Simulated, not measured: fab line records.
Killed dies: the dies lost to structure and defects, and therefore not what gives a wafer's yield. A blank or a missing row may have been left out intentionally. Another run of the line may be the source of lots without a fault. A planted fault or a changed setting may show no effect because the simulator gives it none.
Which of the tools did it? -- flow n5_finfet -- Sampling: 24 lots, 72 wafers, 6 of 1938 route steps

== WHAT THE GAUGES SHOWED, per wafer ==
N5_BEOL_M5_CD_MEAS_35: target cd 28 nm, target cd y 24 nm.
lot,measured,on,cd_nm (nm)
L074,day 8 06:40,cd_sem-01,27.7 27.9 28.3
L075,day 8 09:15,cd_sem-01,28.0 27.9 27.8
L076,day 8 17:59,cd_sem-01,28.1 27.6 27.7
L077,day 8 22:47,cd_sem-02,28.2 28.5 27.6
L078,day 9 05:11,cd_sem-03,28.0 28.6 28.2
L079,day 9 16:14,cd_sem-02,27.5 27.8 27.8
L080,day 9 16:31,cd_sem-03,27.5 27.6 27.7
L081,day 10 09:22,cd_sem-01,27.7 27.5 27.3
L083,day 11 07:34,cd_sem-01,27.7 27.9 27.3
L082,day 11 20:11,cd_sem-02,27.8 27.8 28.1
L085,day 11 20:30,cd_sem-02,28.2 28.4 28.0
L086,day 12 03:13,cd_sem-01,27.8 28.3 28.3
L087,day 12 04:03,cd_sem-03,28.4 27.4 28.5
L084,day 12 06:50,cd_sem-02,27.7 27.6 27.7
L089,day 13 02:47,cd_sem-01,27.6 28.1 28.1
L088,day 13 06:09,cd_sem-03,28.0 27.5 27.8
L091,day 13 10:31,cd_sem-03,27.2 27.4 27.9
L094,day 13 14:30,cd_sem-03,27.9 28.6 28.0
L090,day 13 19:55,cd_sem-03,28.2 28.1 28.0
L093,day 14 04:35,cd_sem-01,27.3 27.3 28.4
L096,day 14 07:25,cd_sem-02,27.2 27.9 27.1
L092,day 14 11:05,cd_sem-03,27.8 28.4 28.0
L095,day 14 11:21,cd_sem-01,27.6 28.2 27.3
L097,day 14 21:41,cd_sem-03,28.0 27.9 27.7

N5_BEOL_M5_RS_MEAS_57: uses a four-point probe to measure.
lot,measured,on,M5_RS (ohm/sq)
L074,day 8 13:31,film_metro-02,0.412 0.393 0.396
L075,day 8 18:32,film_metro-02,0.390 0.406 0.389
L076,day 9 02:04,film_metro-02,0.375 0.389 0.388
L077,day 9 05:53,film_metro-01,0.365 0.388 0.364
L078,day 9 13:52,film_metro-02,0.406 0.399 0.401
L079,day 9 22:43,film_metro-02,0.399 0.398 0.398
L080,day 11 11:00,film_metro-01,0.395 0.385 0.386
L081,day 10 17:59,film_metro-01,0.388 0.388 0.377
L083,day 11 15:08,film_metro-02,0.384 0.396 0.385
L082,day 12 02:55,film_metro-01,0.397 0.410 0.380
L085,day 12 04:26,film_metro-02,0.395 0.396 0.391
L086,day 12 11:19,film_metro-01,0.407 0.398 0.418
L087,day 12 12:14,film_metro-02,0.378 0.384 0.398
L084,day 12 15:38,film_metro-02,0.397 0.394 0.384
L089,day 13 09:26,film_metro-02,0.370 0.391 0.374
L088,day 13 13:23,film_metro-02,0.386 0.391 0.398
L091,day 13 18:22,film_metro-01,0.404 0.407 0.401
L094,day 13 21:27,film_metro-01,0.380 0.383 0.383
L090,day 14 02:28,film_metro-02,0.408 0.394 0.380
L093,day 14 11:22,film_metro-01,0.407 0.418 0.364
L096,day 14 14:04,film_metro-01,0.411 0.380 0.396
L092,day 14 19:00,film_metro-01,0.400 0.403 0.426
L095,day 14 22:01,film_metro-01,0.404 0.389 0.411
L097,day 15 04:35,film_metro-01,0.387 0.403 0.375

== TOOL THAT RAN EACH LOT (tool first, then ch and the chambers of the sampled wafers, then the start) ==
lot,N5_BEOL_M5_ETCH_75,N5_BEOL_M5_STRIP_36,N5_BEOL_M5_SPUTTER_48,N5_BEOL_M5_CO_CAP_78
L074,"rie_diel-01 ch 1,2, day 8 06:07","rie_diel-01 ch 1,2, day 8 06:19","pvd_sputter-02, day 8 07:58","cvd_co-02 ch 0,1, day 8 13:18"
L075,"rie_diel-03 ch 0,1, day 8 08:42","rie_diel-03 ch 0,1, day 8 08:53","pvd_sputter-02, day 8 12:49","cvd_co-02 ch 0,1,2, day 8 18:21"
L076,"rie_diel-04 ch 1,2,3, day 8 17:26","rie_diel-04 ch 1,2,3, day 8 17:38","pvd_sputter-02, day 8 20:39","cvd_co-02 ch 0,2, day 9 01:52"
L077,"rie_diel-01 ch 0,1, day 8 22:15","rie_diel-01 ch 0,1, day 8 22:26","pvd_sputter-01, day 9 00:20","cvd_co-02 ch 0,1,2, day 9 05:43"
L078,"rie_diel-01 ch 2,3, day 9 04:39","rie_diel-01 ch 2,3, day 9 04:51","pvd_sputter-03, day 9 08:19","cvd_co-01 ch 1,2, day 9 13:38"
L079,"rie_diel-01 ch 2, day 9 14:58","rie_diel-01 ch 2, day 9 15:33","pvd_sputter-02, day 9 17:15","cvd_co-01 ch 0,1, day 9 22:30"
L080,"rie_diel-04 ch 0,1,3, day 9 15:59","rie_diel-04 ch 0,1,3, day 9 16:10","pvd_sputter-01, day 9 19:13","cvd_co-02 ch 0,2, day 11 10:49"
L081,"rie_diel-03 ch 0,2,3, day 10 08:50","rie_diel-03 ch 0,2,3, day 10 09:01","pvd_sputter-02, day 10 12:31","cvd_co-01 ch 0,1, day 10 17:46"
L083,"rie_diel-04 ch 0,3, day 11 07:01","rie_diel-04 ch 0,3, day 11 07:13","pvd_sputter-03, day 11 09:43","cvd_co-01 ch 0,1, day 11 14:56"
L082,"rie_diel-01 ch 0,2,3, day 11 19:38","rie_diel-01 ch 0,2,3, day 11 19:50","pvd_sputter-03, day 11 21:29","cvd_co-01 ch 0,1, day 12 02:43"
L085,"rie_diel-04 ch 1,2, day 11 19:58","rie_diel-04 ch 1,2, day 11 20:09","pvd_sputter-02, day 11 21:34","cvd_co-02 ch 0,1,2, day 12 04:15"
L086,"rie_diel-01 ch 1,2,3, day 12 02:40","rie_diel-01 ch 1,2,3, day 12 02:52","pvd_sputter-02, day 12 05:55","cvd_co-02 ch 0,2, day 12 11:08"
L087,"rie_diel-04 ch 0,1,3, day 12 03:31","rie_diel-04 ch 0,1,3, day 12 03:42","pvd_sputter-03, day 12 06:46","cvd_co-01 ch 0,2, day 12 12:02"
L084,"rie_diel-04 ch 0,1,3, day 12 06:18","rie_diel-04 ch 0,1,3, day 12 06:29","pvd_sputter-01, day 12 10:13","cvd_co-02 ch 0,1, day 12 15:26"
L089,"rie_diel-04 ch 0,2,3, day 13 02:15","rie_diel-04 ch 0,2,3, day 13 02:26","pvd_sputter-03, day 13 04:01","cvd_co-01 ch 0,1,2, day 13 09:17"
L088,"rie_diel-03 ch 2,3, day 13 05:37","rie_diel-03 ch 2,3, day 13 05:49","pvd_sputter-01, day 13 07:45","cvd_co-02 ch 0,1, day 13 13:12"
L091,"rie_diel-03 ch 0,2,3, day 13 09:59","rie_diel-03 ch 0,2,3, day 13 10:10","pvd_sputter-01, day 13 12:26","cvd_co-01 ch 0,1,2, day 13 18:10"
L094,"rie_diel-01 ch 0,1,2, day 13 13:58","rie_diel-01 ch 0,1,2, day 13 14:09","pvd_sputter-02, day 13 16:02","cvd_co-01 ch 0,1, day 13 21:16"
L090,"rie_diel-01 ch 0,1,2, day 13 19:23","rie_diel-01 ch 0,1,2, day 13 19:34","pvd_sputter-01, day 13 21:03","cvd_co-01 ch 0,2, day 14 02:16"
L093,"rie_diel-01 ch 0,1,3, day 14 04:02","rie_diel-01 ch 0,1,3, day 14 04:14","pvd_sputter-03, day 14 05:58","cvd_co-02 ch 1,2, day 14 11:11"
L096,"rie_diel-01 ch 0,2,3, day 14 06:53","rie_diel-01 ch 0,2,3, day 14 07:05","pvd_sputter-02, day 14 08:40","cvd_co-01 ch 0,1,2, day 14 13:53"
L092,"rie_diel-03 ch 0,1,3, day 14 10:32","rie_diel-03 ch 0,1,3, day 14 10:44","pvd_sputter-02, day 14 13:22","cvd_co-02 ch 1,2, day 14 18:49"
L095,"rie_diel-01 ch 0,1,3, day 14 10:49","rie_diel-01 ch 0,1,3, day 14 11:00","pvd_sputter-03, day 14 14:06","cvd_co-01 ch 0,2, day 14 21:48"
L097,"rie_diel-04 ch 0,1, day 14 21:08","rie_diel-04 ch 0,1, day 14 21:19","pvd_sputter-01, day 14 23:07","cvd_co-01 ch 0,2, day 15 04:22"
- N5_BEOL_M5_ETCH_75: etches underlayer in N2/H2, target depth 6.5 nm, time 5.2 s.
- N5_BEOL_M5_STRIP_36: strips in N2/H2.
- N5_BEOL_M5_SPUTTER_48: material Cu, target thk 15 nm, time 27.62 s.
- N5_BEOL_M5_CO_CAP_78: material Co, precursor CCTBA/H2, target thk 2 nm, time 102.1 s.

== AS READ BY THE TOOLS THEMSELVES (means over the sampled wafers that have a number; for cases with no such wafer, the mark the record gives instead) ==
N5_BEOL_M5_ETCH_75.
lot,tool,bias_w (W),drypump_motor_current_A (A),etch_rf_on_time_s (s),oes_product_au (a.u.),rf_vpp_V (V),showerhead_plenum_p_Torr (Torr),throttle_valve_pct (%)
L074,rie_diel-01,149.9,5.0,5.41,0.60,520.9,2.45,17.81
L075,rie_diel-03,150.5,5.7,5.35,0.71,525.3,2.58,17.41
L076,rie_diel-04,149.4,6.0,5.19,0.69,523.5,2.54,17.65
L077,rie_diel-01,150.0,5.4,5.21,0.65,522.4,2.50,17.86
L078,rie_diel-01,149.8,5.6,5.33,0.65,523.8,2.52,17.65
L079,rie_diel-01,150.2,5.2,5.35,0.61,522.9,2.53,17.62
L080,rie_diel-04,149.8,5.6,5.27,0.64,525.5,2.59,17.81
L081,rie_diel-03,150.5,6.5,5.23,0.64,523.6,2.50,17.90
L083,rie_diel-04,150.2,6.3,5.25,0.66,523.6,2.52,17.82
L082,rie_diel-01,149.9,5.8,5.20,0.66,523.6,2.52,17.76
L085,rie_diel-04,150.3,5.3,5.28,0.65,525.2,2.59,17.71
L086,rie_diel-01,149.5,5.5,5.32,0.63,521.4,2.47,17.79
L087,rie_diel-04,149.6,5.6,5.31,0.62,525.9,2.58,17.85
L084,rie_diel-04,149.9,5.6,5.36,0.63,524.9,2.58,17.84
L089,rie_diel-04,149.6,6.2,5.34,0.66,522.5,2.52,17.68
L088,rie_diel-03,149.7,6.6,5.21,0.62,521.2,2.44,18.00
L091,rie_diel-03,150.0,6.5,5.28,0.62,523.4,2.49,17.93
L094,rie_diel-01,149.9,5.2,5.30,0.61,522.8,2.48,17.82
L090,rie_diel-01,149.7,5.2,5.32,0.60,522.2,2.48,17.85
L093,rie_diel-01,149.8,5.7,5.22,0.65,522.0,2.47,17.89
L096,rie_diel-01,150.2,5.8,5.23,0.65,523.0,2.51,17.79
L092,rie_diel-03,150.0,6.1,5.36,0.64,524.1,2.54,17.72
L095,rie_diel-01,150.2,5.6,5.31,0.64,522.6,2.47,17.89
L097,rie_diel-04,150.0,5.2,5.27,0.60,526.3,2.63,17.88

N5_BEOL_M5_STRIP_36.
lot,tool,drypump_motor_current_A (A),oes_product_au (a.u.),rf_vpp_V (V),showerhead_plenum_p_Torr (Torr),throttle_valve_pct (%)
L074,rie_diel-01,5.0,0.72,59.5,2.45,23.59
L075,rie_diel-03,5.7,0.84,58.2,2.57,23.12
L076,rie_diel-04,6.0,0.82,58.8,2.53,23.44
L077,rie_diel-01,5.4,0.76,59.0,2.50,23.53
L078,rie_diel-01,5.6,0.76,61.3,2.51,23.46
L079,rie_diel-01,5.2,0.71,59.7,2.53,23.38
L080,rie_diel-04,5.6,0.75,59.6,2.58,23.60
L081,rie_diel-03,6.5,0.76,58.6,2.50,23.70
L083,rie_diel-04,6.3,0.78,57.4,2.52,23.61
L082,rie_diel-01,5.7,0.78,57.3,2.51,23.50
L085,rie_diel-04,5.3,0.76,60.2,2.59,23.48
L086,rie_diel-01,5.5,0.75,59.0,2.46,23.57
L087,rie_diel-04,5.6,0.74,61.0,2.58,23.62
L084,rie_diel-04,5.6,0.75,59.4,2.58,23.64
L089,rie_diel-04,6.2,0.78,58.3,2.51,23.41
L088,rie_diel-03,6.5,0.72,58.4,2.44,23.77
L091,rie_diel-03,6.5,0.75,57.8,2.49,23.74
L094,rie_diel-01,5.2,0.72,60.6,2.48,23.55
L090,rie_diel-01,5.3,0.71,57.9,2.48,23.56
L093,rie_diel-01,5.6,0.76,59.3,2.47,23.62
L096,rie_diel-01,5.7,0.75,57.8,2.51,23.54
L092,rie_diel-03,6.1,0.76,60.5,2.54,23.47
L095,rie_diel-01,5.6,0.75,57.3,2.47,23.63
L097,rie_diel-04,5.2,0.70,58.7,2.63,23.59

N5_BEOL_M5_SPUTTER_48.
lot,tool,throttle_valve_pct (%)
L074,pvd_sputter-02,29.2
L075,pvd_sputter-02,30.1
L076,pvd_sputter-02,29.6
L077,pvd_sputter-01,30.6
L078,pvd_sputter-03,29.6
L079,pvd_sputter-02,30.0
L080,pvd_sputter-01,30.0
L081,pvd_sputter-02,30.1
L083,pvd_sputter-03,30.6
L082,pvd_sputter-03,30.7
L085,pvd_sputter-02,31.2
L086,pvd_sputter-02,30.5
L087,pvd_sputter-03,30.1
L084,pvd_sputter-01,30.5
L089,pvd_sputter-03,30.4
L088,pvd_sputter-01,30.6
L091,pvd_sputter-01,30.5
L094,pvd_sputter-02,30.0
L090,pvd_sputter-01,30.1
L093,pvd_sputter-03,30.1
L096,pvd_sputter-02,29.5
L092,pvd_sputter-02,30.5
L095,pvd_sputter-03,29.5
L097,pvd_sputter-01,30.0

N5_BEOL_M5_CO_CAP_78.
lot,tool,heater_power_w (W)
L074,cvd_co-02,230
L075,cvd_co-02,225
L076,cvd_co-02,228
L077,cvd_co-02,228
L078,cvd_co-01,230
L079,cvd_co-01,242
L080,cvd_co-02,222
L081,cvd_co-01,240
L083,cvd_co-01,245
L082,cvd_co-01,247
L085,cvd_co-02,231
L086,cvd_co-02,222
L087,cvd_co-01,236
L084,cvd_co-02,229
L089,cvd_co-01,243
L088,cvd_co-02,236
L091,cvd_co-01,240
L094,cvd_co-01,243
L090,cvd_co-01,239
L093,cvd_co-02,229
L096,cvd_co-01,240
L092,cvd_co-02,225
L095,cvd_co-01,234
L097,cvd_co-01,238

== THE ANSWER, worked out from the rows above alone ==
Rule: the lots themselves supply what counts as usual. Put in order of their means at a reading, lots are off if they are a third of the lots or fewer, leave a main group of 4 or more, and stand apart from it by a gap of 3 or more times the standard deviation of the main group's means; of several such gaps the widest counts. If all means in a main group match to the digits the tables above print for the reading, that group is not used. A lot without any number at a reading at which 4 lots or more have one is off too. Any other lot the step has rows for is counted as sound. Order of review: gauges by route order, followed by the tools' own readings, for which a lot's mean as printed above is used. The first step at which some lot is off is used, and at that step the reading that is off furthest; a lot without a number counts as furthest.
Nothing can be told from this: no lot is off at any reading shown.

== WHAT WAS PUT IN BY THE SIMULATOR ==
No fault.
